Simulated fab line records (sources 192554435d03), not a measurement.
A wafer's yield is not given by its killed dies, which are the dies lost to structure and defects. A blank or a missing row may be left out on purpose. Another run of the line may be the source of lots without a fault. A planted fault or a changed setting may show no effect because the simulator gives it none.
Lot-split experiment :: flow n5 finfet :: route with 1938 steps; 7 lots, 39 wafers read

ON THE SPLIT
At N5_BEOL_M0_CUTY_DESCUM_61 (chemistry O2, time 7.9 s), the setting time s was moved away from the recipe's 7.9 s on 12 of the 39 wafers read, by +16.5% to +54.1%. All remaining wafers had this setting at the recipe value.

There is no step in the file separating the split from the reading.

THE READING
CAR-ArF-block_of_BEOL_M0_CUTY_COAT_51.thk nm (the simulator's own value, which no gauge read), in nm, at N5_BEOL_M0_CUTY_ETCH_62 (etches SiARC in CF4, time 58.5 s). No usual value for it is given in the file. Average 118.8 nm, standard deviation 0.44 nm, over the 27 wafers here run with the recipe.

wafer: L076.1
tool, chamber at the split: rie diel-06, 0
time s as run, s: 7.9
against the recipe: recipe
CAR-ArF-block_of_BEOL_M0_CUTY_COAT_51.thk nm, nm: 118
against lot-mates on the recipe: -

wafer: L076.2
tool, chamber at the split: rie diel-06, 1
time s as run, s: 7.9
against the recipe: recipe
CAR-ArF-block_of_BEOL_M0_CUTY_COAT_51.thk nm, nm: 118.8
against lot-mates on the recipe: -

wafer: L076.3
tool, chamber at the split: rie diel-06, 3
time s as run, s: 7.9
against the recipe: recipe
CAR-ArF-block_of_BEOL_M0_CUTY_COAT_51.thk nm, nm: 118.4
against lot-mates on the recipe: -

wafer: L076.4
tool, chamber at the split: rie diel-06, 2
time s as run, s: 12.17
against the recipe: +54.1%
CAR-ArF-block_of_BEOL_M0_CUTY_COAT_51.thk nm, nm: 116
against lot-mates on the recipe: -2.4

wafer: L076.5
tool, chamber at the split: rie diel-06, 2
time s as run, s: 12.17
against the recipe: +54.1%
CAR-ArF-block_of_BEOL_M0_CUTY_COAT_51.thk nm, nm: 116
against lot-mates on the recipe: -2.4

wafer: L076.6
tool, chamber at the split: rie diel-06, 1
time s as run, s: 12.17
against the recipe: +54.1%
CAR-ArF-block_of_BEOL_M0_CUTY_COAT_51.thk nm, nm: 115.4
against lot-mates on the recipe: -3.0

wafer: L079.1
tool, chamber at the split: rie diel-06, 3
time s as run, s: 7.9
against the recipe: recipe
CAR-ArF-block_of_BEOL_M0_CUTY_COAT_51.thk nm, nm: 119
against lot-mates on the recipe: -

wafer: L079.2
tool, chamber at the split: rie diel-06, 0,1
time s as run, s: 9.248
against the recipe: +17.1%
CAR-ArF-block_of_BEOL_M0_CUTY_COAT_51.thk nm, nm: 118
against lot-mates on the recipe: -0.7

wafer: L079.4
tool, chamber at the split: rie diel-06, 0,1
time s as run, s: 9.248
against the recipe: +17.1%
CAR-ArF-block_of_BEOL_M0_CUTY_COAT_51.thk nm, nm: 118
against lot-mates on the recipe: -0.7

wafer: L079.3
tool, chamber at the split: rie diel-06, 2
time s as run, s: 7.9
against the recipe: recipe
CAR-ArF-block_of_BEOL_M0_CUTY_COAT_51.thk nm, nm: 118.6
against lot-mates on the recipe: -

wafer: L079.5
tool, chamber at the split: rie diel-06, 0
time s as run, s: 7.9
against the recipe: recipe
CAR-ArF-block_of_BEOL_M0_CUTY_COAT_51.thk nm, nm: 118.6
against lot-mates on the recipe: -

wafer: L079.6
tool, chamber at the split: rie diel-06, 3
time s as run, s: 9.248
against the recipe: +17.1%
CAR-ArF-block_of_BEOL_M0_CUTY_COAT_51.thk nm, nm: 118.2
against lot-mates on the recipe: -0.5

wafer: L080.1
tool, chamber at the split: rie diel-05, 1,2
time s as run, s: 7.9
against the recipe: recipe
CAR-ArF-block_of_BEOL_M0_CUTY_COAT_51.thk nm, nm: 119.2
against lot-mates on the recipe: -

wafer: L080.5
tool, chamber at the split: rie diel-05, 1,2
time s as run, s: 7.9
against the recipe: recipe
CAR-ArF-block_of_BEOL_M0_CUTY_COAT_51.thk nm, nm: 119.2
against lot-mates on the recipe: -

wafer: L080.6
tool, chamber at the split: rie diel-05, 3,1
time s as run, s: 7.9
against the recipe: recipe
CAR-ArF-block_of_BEOL_M0_CUTY_COAT_51.thk nm, nm: 119.2
against lot-mates on the recipe: -

wafer: L080.2
tool, chamber at the split: rie diel-05, 3,1
time s as run, s: 7.9
against the recipe: recipe
CAR-ArF-block_of_BEOL_M0_CUTY_COAT_51.thk nm, nm: 119.4
against lot-mates on the recipe: -

wafer: L080.3
tool, chamber at the split: rie diel-05, 2
time s as run, s: 7.9
against the recipe: recipe
CAR-ArF-block_of_BEOL_M0_CUTY_COAT_51.thk nm, nm: 119.6
against lot-mates on the recipe: -

wafer: L080.4
tool, chamber at the split: rie diel-05, 0
time s as run, s: 7.9
against the recipe: recipe
CAR-ArF-block_of_BEOL_M0_CUTY_COAT_51.thk nm, nm: 119
against lot-mates on the recipe: -

wafer: L083.1
tool, chamber at the split: rie diel-04, 2,0
time s as run, s: 7.9
against the recipe: recipe
CAR-ArF-block_of_BEOL_M0_CUTY_COAT_51.thk nm, nm: 119
against lot-mates on the recipe: -

wafer: L083.2
tool, chamber at the split: rie diel-04, 1
time s as run, s: 7.9
against the recipe: recipe
CAR-ArF-block_of_BEOL_M0_CUTY_COAT_51.thk nm, nm: 118.8
against lot-mates on the recipe: -

wafer: L083.3
tool, chamber at the split: rie diel-04, 2,0
time s as run, s: 7.9
against the recipe: recipe
CAR-ArF-block_of_BEOL_M0_CUTY_COAT_51.thk nm, nm: 119.2
against lot-mates on the recipe: -

wafer: L083.4
tool, chamber at the split: rie diel-04, 3,1
time s as run, s: 9.205
against the recipe: +16.5%
CAR-ArF-block_of_BEOL_M0_CUTY_COAT_51.thk nm, nm: 118.2
against lot-mates on the recipe: -0.8

wafer: L083.5
tool, chamber at the split: rie diel-04, 3,1
time s as run, s: 9.205
against the recipe: +16.5%
CAR-ArF-block_of_BEOL_M0_CUTY_COAT_51.thk nm, nm: 118.2
against lot-mates on the recipe: -0.8

wafer: L083.6
tool, chamber at the split: rie diel-04, 2
time s as run, s: 9.205
against the recipe: +16.5%
CAR-ArF-block_of_BEOL_M0_CUTY_COAT_51.thk nm, nm: 118
against lot-mates on the recipe: -1.0

wafer: L085.3
tool, chamber at the split: rie diel-06, 2
time s as run, s: 7.9
against the recipe: recipe
CAR-ArF-block_of_BEOL_M0_CUTY_COAT_51.thk nm, nm: 118.4
against lot-mates on the recipe: -

wafer: L085.4
tool, chamber at the split: rie diel-06, 1,0
time s as run, s: 7.9
against the recipe: recipe
CAR-ArF-block_of_BEOL_M0_CUTY_COAT_51.thk nm, nm: 118.8
against lot-mates on the recipe: -

wafer: L085.5
tool, chamber at the split: rie diel-06, 1,0
time s as run, s: 7.9
against the recipe: recipe
CAR-ArF-block_of_BEOL_M0_CUTY_COAT_51.thk nm, nm: 119
against lot-mates on the recipe: -

wafer: L090.1
tool, chamber at the split: rie diel-04, 0
time s as run, s: 11.29
against the recipe: +42.9%
CAR-ArF-block_of_BEOL_M0_CUTY_COAT_51.thk nm, nm: 116.2
against lot-mates on the recipe: -1.8

wafer: L090.2
tool, chamber at the split: rie diel-04, 3
time s as run, s: 11.29
against the recipe: +42.9%
CAR-ArF-block_of_BEOL_M0_CUTY_COAT_51.thk nm, nm: 115.8
against lot-mates on the recipe: -2.2

wafer: L090.3
tool, chamber at the split: rie diel-04, 2
time s as run, s: 7.9
against the recipe: recipe
CAR-ArF-block_of_BEOL_M0_CUTY_COAT_51.thk nm, nm: 117.8
against lot-mates on the recipe: -

wafer: L090.4
tool, chamber at the split: rie diel-04, 1,0
time s as run, s: 7.9
against the recipe: recipe
CAR-ArF-block_of_BEOL_M0_CUTY_COAT_51.thk nm, nm: 118
against lot-mates on the recipe: -

wafer: L090.5
tool, chamber at the split: rie diel-04, 3
time s as run, s: 11.29
against the recipe: +42.9%
CAR-ArF-block_of_BEOL_M0_CUTY_COAT_51.thk nm, nm: 116
against lot-mates on the recipe: -2.0

wafer: L090.6
tool, chamber at the split: rie diel-04, 1,0
time s as run, s: 7.9
against the recipe: recipe
CAR-ArF-block_of_BEOL_M0_CUTY_COAT_51.thk nm, nm: 118.2
against lot-mates on the recipe: -

wafer: L091.1
tool, chamber at the split: rie diel-05, 0,1
time s as run, s: 7.9
against the recipe: recipe
CAR-ArF-block_of_BEOL_M0_CUTY_COAT_51.thk nm, nm: 119
against lot-mates on the recipe: -

wafer: L091.2
tool, chamber at the split: rie diel-05, 3
time s as run, s: 7.9
against the recipe: recipe
CAR-ArF-block_of_BEOL_M0_CUTY_COAT_51.thk nm, nm: 119
against lot-mates on the recipe: -

wafer: L091.3
tool, chamber at the split: rie diel-05, 2,3
time s as run, s: 7.9
against the recipe: recipe
CAR-ArF-block_of_BEOL_M0_CUTY_COAT_51.thk nm, nm: 118.6
against lot-mates on the recipe: -

wafer: L091.5
tool, chamber at the split: rie diel-05, 0
time s as run, s: 7.9
against the recipe: recipe
CAR-ArF-block_of_BEOL_M0_CUTY_COAT_51.thk nm, nm: 118.6
against lot-mates on the recipe: -

wafer: L091.6
tool, chamber at the split: rie diel-05, 2,3
time s as run, s: 7.9
against the recipe: recipe
CAR-ArF-block_of_BEOL_M0_CUTY_COAT_51.thk nm, nm: 118.6
against lot-mates on the recipe: -

wafer: L091.4
tool, chamber at the split: rie diel-05, 0,1
time s as run, s: 7.9
against the recipe: recipe
CAR-ArF-block_of_BEOL_M0_CUTY_COAT_51.thk nm, nm: 119.2
against lot-mates on the recipe: -
When a row names more than one chamber, that row covers several wafers, and the file does not tell which wafer ran in which chamber.

THE FIT
A straight line over all 39 wafers: CAR-ArF-block_of_BEOL_M0_CUTY_COAT_51.thk nm changes by -0.0578 nm for each +1% of time s; r = -0.93; the points scatter about the line by 0.41 nm.
The same after taking each lot's own level away (the mean of its wafers on the recipe; 39 wafers): -0.0474 nm for each +1%; r = -0.97; scatter 0.22 nm.
On that fit, the largest move of time s shifts the reading by 2.6 nm.
Across the lots, their own levels run from 118.00 to 119.27 nm, a range of 2.9 times the standard deviation given above.
In other words, the slope is changed by the lot-to-lot level; the two fits disagree.
Check: -2.6 nm against its lot-mates is what the line predicts for one of the wafers moved furthest among these (+54.1%) when that wafer is left out of the fit. Against them it came out at -2.4 nm.

OTHER SPLITS ON THESE WAFERS
Note: prior to the reading, these wafers also went through further splits. Each is held against what the fit with the lots' levels taken away leaves over:
other split on the same wafers: N5_DUMMY_GATE_ALD_02 target thk a
wafers away from the commonest value: 9
r with CAR-ArF-block_of_BEOL_M0_CUTY_COAT_51.thk nm (lot level and that fit taken away): -0.08

other split on the same wafers: N5_SD_EPI_P_EPI_21 time s
wafers away from the commonest value: 12
r with CAR-ArF-block_of_BEOL_M0_CUTY_COAT_51.thk nm (lot level and that fit taken away): -0.03

THE WHOLE CHAIN: every reading that the file lists as answering this split, in the file's order
step: N5_BEOL_M0_CUTY_DESCUM_61
what it does: chemistry O2, time 7.9 s
reading: CAR-ArF-block_of_BEOL_M0_CUTY_COAT_51.thk nm (the simulator's own value, which no gauge read)
change (the file's fit): -0.0479 nm for each +1% of the setting
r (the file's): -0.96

step: N5_BEOL_M0_CUTY_ETCH_62
what it does: etches SiARC in CF4, time 58.5 s
reading: CAR-ArF-block_of_BEOL_M0_CUTY_COAT_51.thk nm (the simulator's own value, which no gauge read)
change (the file's fit): -0.0473 nm for each +1% of the setting
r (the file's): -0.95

THE FILE'S OWN FIT
CAR-ArF-block_of_BEOL_M0_CUTY_COAT_51.thk nm changes by -0.0473 nm for each +1% of time s, r = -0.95.
